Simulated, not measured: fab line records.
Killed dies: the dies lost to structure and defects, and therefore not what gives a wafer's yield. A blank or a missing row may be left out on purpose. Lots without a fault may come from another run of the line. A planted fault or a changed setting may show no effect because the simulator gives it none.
Which tool did it? ; flow n5 finfet ; Sampling: 9 lots, 27 wafers, 6 of 1938 route steps

== WHAT THE GAUGES SHOWED, per wafer ==
N5_BEOL_M1_RS_MEAS_58: the measuring method here is four-point-probe. Usual: M1_RS gives 0.68 ohm/sq (standard deviation 0.032).
lot;measured;on;M1_RS (ohm/sq);flag
L354;day 6 17:09;film metro-02;0.71 0.74 0.70;
L358;day 7 13:02;film metro-01;0.72 0.69 0.70;
L359;day 7 15:38;film metro-01;0.72 0.68 0.62;
L365;day 9 04:18;film metro-01;0.67 0.71 0.65;
L366;day 9 12:58;film metro-01;0.70 0.73 0.70;
L370;day 11 11:04;film metro-02;0.67 0.68 0.66;
L374;day 12 07:41;film metro-02;0.68 0.64 0.64;
L373;day 12 10:31;film metro-02;0.66 0.67 0.66;
L371;day 12 15:10;film metro-01;0.68 0.67 0.66;

N5_BEOL_M1_INSPECT_59: inspects for defects (darkfield). Usual: 72 for raw defect count, sd 28.
lot;measured;on;raw defect count;flag
L354;day 6 17:11;defect inspect-02;71 100 100;
L358;day 7 13:04;defect inspect-02;67 96 118;
L359;day 7 15:40;defect inspect-01;71 68 65;
L365;day 9 04:20;defect inspect-02;50 71 78;
L366;day 9 12:59;defect inspect-01;82 54 150;
L370;day 11 11:06;defect inspect-01;110 95 83;
L374;day 12 07:43;defect inspect-02;60 73 61;
L373;day 12 10:33;defect inspect-01;37 65 77;
L371;day 12 15:12;defect inspect-02;42 51 40;

N5_BEOL_M4_RC_MEAS_101. Usual: DIBL_N 36.6 mV/V, standard deviation 1.3; DIBL_P 36.4 mV/V, standard deviation 1.4; IOFF_N 0.167 nA/um, standard deviation 0.023; IOFF_P 0.219 nA/um, standard deviation 0.029; ION_N 678 uA/um, standard deviation 8.7; ION_P 464 uA/um, standard deviation 6.4; SS_N 71.5 mV/dec, standard deviation 0.53; SS_P 73.4 mV/dec, standard deviation 0.57; VT_N 248.5 mV, standard deviation 2.8; VT_P -249 mV, standard deviation 3.1.
lot;measured;on;DIBL_N (mV/V);DIBL_P (mV/V);IOFF_N (nA/um);IOFF_P (nA/um);ION_N (uA/um);ION_P (uA/um);SS_N (mV/dec);SS_P (mV/dec);VT_N (mV);VT_P (mV);flag
L354;day 8 17:11;prober-01;37.4 37.8 36.8;37.4 37.4 36.8;0.195 0.193 0.171;0.237 0.224 0.216;697 690 683;467 465 465;72.2 70.9 71.2;73.3 72.9 73.5;243.2 245.4 248.1;-248 -249 -250;
L358;day 9 10:55;prober-02;37.2 37.2 39.4;36.1 35.8 38.8;0.166 0.158 0.219;0.233 0.233 0.279;688 691 702;471 470 477;71.8 71.2 71.9;73.2 73.9 74.0;247.2 246.0 242.7;-245 -245 -246;
L359;day 9 09:05;prober-02;34.3 35.1 36.7;33.1 33.8 35.5;0.125 0.132 0.164;0.212 0.219 0.256;660 673 675;468 475 476;71.6 71.4 73.2;72.4 72.5 72.3;254.0 253.4 249.6;-247 -249 -245;
L365;day 11 14:51;prober-01;34.9 34.1 34.5;36.0 34.6 35.8;0.157 0.154 0.158;0.243 0.216 0.238;675 678 681;467 468 472;71.3 71.1 71.1;73.4 72.9 73.4;252.5 248.4 249.7;-242 -246 -247;
L366;day 13 02:11;prober-02;35.6 36.8 35.9;34.4 36.1 35.5;0.148 0.175 0.152;0.192 0.229 0.214;673 687 671;458 468 464;70.7 71.4 71.7;73.2 73.6 73.0;250.9 248.2 248.8;-250 -248 -248;
L370;day 14 05:10;prober-01;36.7 36.8 35.3;35.2 37.2 35.2;0.151 0.157 0.133;0.167 0.193 0.169;675 674 665;448 460 453;72.3 71.7 71.6;73.0 73.3 72.5;250.5 248.2 251.8;-255 -254 -252;
L374;day 14 22:31;prober-01;39.3 37.9 37.2;37.6 37.0 36.2;0.193 0.165 0.149;0.207 0.200 0.180;689 679 672;461 466 456;71.7 71.7 71.6;74.3 73.7 73.5;245.8 249.2 252.1;-252 -253 -255;
L373;day 14 18:17;prober-01;36.4 37.5 37.3;36.8 38.0 37.8;0.165 0.173 0.172;0.212 0.237 0.228;667 670 668;458 463 461;71.5 71.5 71.3;73.0 73.5 73.2;246.2 247.3 247.1;-250 -248 -251;
L371;day 14 22:52;prober-02;35.9 37.9 36.3;35.8 39.4 36.2;0.145 0.187 0.144;0.185 0.237 0.190;671 676 673;463 460 460;70.8 71.9 71.6;72.9 74.0 73.7;248.9 245.3 253.4;-254 -249 -252;

== EACH LOT AND THE TOOL THAT RAN IT (in order: tool; ch and the chambers of the sampled wafers; start) ==
lot;N5_BEOL_M1_CMP_52;N5_BEOL_M2_COAT_62;N5_BEOL_M2_ETCH_63
L354;cmp-03 ch 1,2, day 6 16:36;litho track-02 ch 0, day 6 18:10;rie diel-04 ch 0,2,3, day 6 19:23
L358;cmp-04 ch 0,2, day 7 12:26;litho track-04 ch 0, day 7 15:11;rie diel-04 ch 1,3, day 7 15:38
L359;cmp-03 ch 1,2, day 7 15:05;litho track-03 ch 0, day 7 16:41;rie diel-01 ch 0,3, day 7 17:08
L365;cmp-01 ch 0,1,3, day 9 03:47;litho track-03 ch 0, day 9 05:40;rie diel-01 ch 0,1,2, day 9 06:06
L366;cmp-01 ch 0,1,3, day 9 12:24;litho track-03 ch 0, day 9 15:11;rie diel-01 ch 0,3, day 9 15:37
L370;cmp-03 ch 1,2,3, day 11 10:32;litho track-04 ch 0, day 11 11:49;rie diel-01 ch 0,2, day 11 12:34
L374;cmp-03 ch 0,1,3, day 12 07:08;litho track-04 ch 0, day 12 09:35;rie diel-01 ch 0,1,2, day 12 10:09
L373;cmp-03 ch 0,1,2, day 12 10:00;litho track-04 ch 0, day 12 11:04;rie diel-04 ch 0,2, day 12 11:41
L371;cmp-03 ch 1,3, day 12 14:37;litho track-04 ch 0, day 12 18:27;rie diel-05 ch 2,3, day 12 19:14
- N5_BEOL_M1_CMP_52: polishes, stops on SiOC, t overpolish 6.8 s, target thk 40 nm.
- N5_BEOL_M2_COAT_62: time 60 s, resist thk 12 nm.
- N5_BEOL_M2_ETCH_63: etches SiARC in CF4, target depth 15.6 nm, time 26 s.

== WHAT THE TOOLS THEMSELVES READ (means of the sampled wafers that have a number; where no wafer has one, the mark that the record gives instead) ==
N5_BEOL_M1_CMP_52. Usual: barrier field endpoint s 24.7 s, standard deviation 0.42; motor current A 5.9 A, standard deviation 0.8; overpolish run s 6.800 s, standard deviation 0.009; time to endpoint s 62.7 s, standard deviation 2.2.
lot;tool;barrier field endpoint s (s);motor current A (A);overpolish run s (s);time to endpoint s (s);flag
L354;cmp-03;24.7;6.3;6.801;63.6;
L358;cmp-04;24.3;6.4;6.799;61.3;
L359;cmp-03;25.4;6.7;6.804;62.6;
L365;cmp-01;24.8;5.5;6.811;62.5;
L366;cmp-01;24.2;5.4;6.799;60.6;
L370;cmp-03;25.1;6.4;6.801;63.5;
L374;cmp-03;24.4;5.4;6.809;61.7;
L373;cmp-03;25.0;6.0;6.801;61.7;
L371;cmp-03;24.9;6.0;6.796;65.6;

N5_BEOL_M2_COAT_62. Usual: 1500.0 rpm for spin speed rpm, sd 1.1.
lot;tool;spin speed rpm (rpm);flag
L354;litho track-02;1501.5;
L358;litho track-04;1499.8;
L359;litho track-03;1501.3;
L365;litho track-03;2323.3;OFF
L366;litho track-03;2324.8;OFF
L370;litho track-04;1499.8;
L374;litho track-04;1499.9;
L373;litho track-04;1499.3;
L371;litho track-04;1500.8;

N5_BEOL_M2_ETCH_63. Usual: drypump motor current A 5.7 A, standard deviation 0.5; etch rf on time s 26.0 s, standard deviation 0.35; oes product au 0.68 a.u., standard deviation 0.081; rf vpp V 184.1 V, standard deviation 0.99; showerhead plenum p Torr 2.15 Torr, standard deviation 0.04; throttle valve pct 15.66 %, standard deviation 0.23.
lot;tool;drypump motor current A (A);etch rf on time s (s);oes product au (a.u.);rf vpp V (V);showerhead plenum p Torr (Torr);throttle valve pct (%);flag
L354;rie diel-04;5.7;26.1;0.67;184.7;2.18;15.70;
L358;rie diel-04;5.7;26.0;0.73;185.1;2.17;15.58;
L359;rie diel-01;5.6;25.8;0.69;183.6;2.13;15.72;
L365;rie diel-01;5.7;21.3;0.66;183.8;2.14;15.66;OFF
L366;rie diel-01;6.1;20.8;0.72;182.8;2.11;15.63;OFF
L370;rie diel-01;5.5;25.9;0.77;184.3;2.15;15.32;
L374;rie diel-01;5.7;26.0;0.71;184.2;2.13;15.55;
L373;rie diel-04;5.7;26.4;0.64;184.0;2.14;15.78;
L371;rie diel-05;6.0;26.1;0.63;182.9;2.15;15.93;

== THE ANSWER, worked out from the rows above alone ==
Rule: take the mean of a lot's wafers that have a number; if it is more than 3 standard deviations from the usual mean, the lot is off. Also off: a lot with no number at a reading for which 4 or more lots have one. The other lots that the step has rows for count as sound. After the gauges, taken in route order, come the tools' own readings; for these a lot's mean is taken, as printed above. The first step at which some lot is off is used, and at that step the reading that is off furthest; a lot without a number counts as furthest.
Off, at N5_BEOL_M2_COAT_62 on spin speed rpm: L365, L366.
A tool fits if, at that step or a process step before it, it ran every lot that is off, and no sound lot after the first of them. 2 tools fit, cmp-01 at N5_BEOL_M1_CMP_52 and litho track-03 at N5_BEOL_M2_COAT_62, so this cannot tell which one it is.

== WHAT THE SIMULATOR PUT IN ==
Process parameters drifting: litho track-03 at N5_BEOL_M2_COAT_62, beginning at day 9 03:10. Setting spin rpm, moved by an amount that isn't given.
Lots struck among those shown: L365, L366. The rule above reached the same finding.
